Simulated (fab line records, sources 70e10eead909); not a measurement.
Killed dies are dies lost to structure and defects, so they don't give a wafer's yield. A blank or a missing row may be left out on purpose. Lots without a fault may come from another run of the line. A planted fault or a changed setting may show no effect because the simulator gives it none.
One fault seen from 3 desks | flow nand_harc | each desk has only its own numbers; what lay behind them comes last

THE DEFECT DESK
What the inspections along the route counted, lot by lot: means of the sampled wafers that have a number. A lot is out of limits, marked OUT, if its mean lies more than 4 standard deviations from the usual mean; the brackets give that distance.
Columns: A = raw_defect_count at NHARC_P_GATE_INSPECT_28, usual 7
lot  | first seen here | A
L255 | day 7 08:05     | 5
L261 | day 9 12:57     | 6
L265 | day 11 01:28    | 8
L267 | day 12 00:19    | 7
L268 | day 12 12:34    | 10
L270 | day 13 07:07    | 5
L271 | day 13 21:57    | 6
This desk's finding: nothing out of limits on any of the 7 lots.

THE METROLOGY DESK
What the gauges read, lot by lot, whatever tool the lot ran on: means of the sampled wafers that have a number. A lot is out of limits, marked OUT, if its mean lies more than 4 standard deviations from the usual mean; the brackets give that distance.
Columns: A = cd_nm at NHARC_P_GATE_CD_MEAS_26, usual 119.8 nm; B = overlay_x_nm at NHARC_P_GATE_OVL_MEAS_27, usual -0.3 nm; C = overlay_y_nm at NHARC_P_GATE_OVL_MEAS_27, usual 0.0 nm
lot  | first seen here | A     | B    | C
L255 | day 7 07:57     | 120.3 | -1.1 | -0.8
L261 | day 9 12:50     | 119.4 | 0.1  | 1.3
L265 | day 11 01:20    | 119.8 | -0.2 | -0.4
L267 | day 12 00:12    | 119.9 | 0.9  | -0.5
L268 | day 12 12:26    | 119.0 | -0.9 | -0.2
L270 | day 13 06:58    | 119.5 | 0.0  | -0.8
L271 | day 13 21:49    | 119.8 | 0.3  | 0.8
This desk's finding: nothing out of limits on any of the 7 lots.

THE TOOL OWNER'S DESK: rie_diel-07
The tool's own readings at NHARC_P_GATE_ETCH_104 (etches the open film in CF4/CHF3, target depth 60 nm): means of the sampled wafers that have a number, for each lot that ran on this tool. A lot is out of limits, marked OUT, if its mean lies more than 4 standard deviations from the usual mean; the brackets give that distance.
Columns: A = drypump_motor_current_A at NHARC_P_GATE_ETCH_104, usual 5.8 A; B = mfc_ar_sccm at NHARC_P_GATE_ETCH_104, usual 0.007 sccm; C = oes_product_au at NHARC_P_GATE_ETCH_104, usual 0.950 a.u.; D = rf_vpp_V at NHARC_P_GATE_ETCH_104, usual 371.3 V; E = showerhead_plenum_p_Torr at NHARC_P_GATE_ETCH_104, usual 1.60 Torr; F = throttle_valve_pct at NHARC_P_GATE_ETCH_104, usual 16.802 %
lot  | first seen here | A   | B     | C                | D     | E    | F
L261 | day 9 13:07     | 6.4 | 0.009 | 0.928            | 369.2 | 1.55 | 16.800
L265 | day 11 01:37    | 6.4 | 0.013 | 0.809 (-6.4) OUT | 369.9 | 1.56 | 16.806
L267 | day 12 00:28    | 5.9 | 0.009 | 0.754 (-8.9) OUT | 370.8 | 1.58 | 16.802
L268 | day 12 12:51    | 6.2 | 0.000 | 0.801 (-6.8) OUT | 369.9 | 1.54 | 16.814
This desk's finding: out of limits on L265, L267, L268; first on L265, day 11 01:37 (oes_product_au at NHARC_P_GATE_ETCH_104). In limits: L261.

PUT TOGETHER
The tool owner's desk could have raised an alarm at day 11 01:37, on L265, L267, L268.
The defect desk saw nothing out of limits.
The metrology desk saw nothing out of limits.
The defect desk has L265, L267, L268 on record, within its limits.
The metrology desk has L265, L267, L268 on record, within its limits.
Of the lots named, all ran NHARC_P_GATE_ETCH_104 on rie_diel-07.

WHAT THE SIMULATOR HAD PUT IN
Process parameter drift: rie_diel-07, from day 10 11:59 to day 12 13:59, at NHARC_P_GATE_ETCH_104. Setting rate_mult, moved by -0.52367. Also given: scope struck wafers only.
Lots struck among those shown: L265, L267, L268.
Hours from the fault's start to each desk's first reading out of limits: the tool owner's desk, 14.
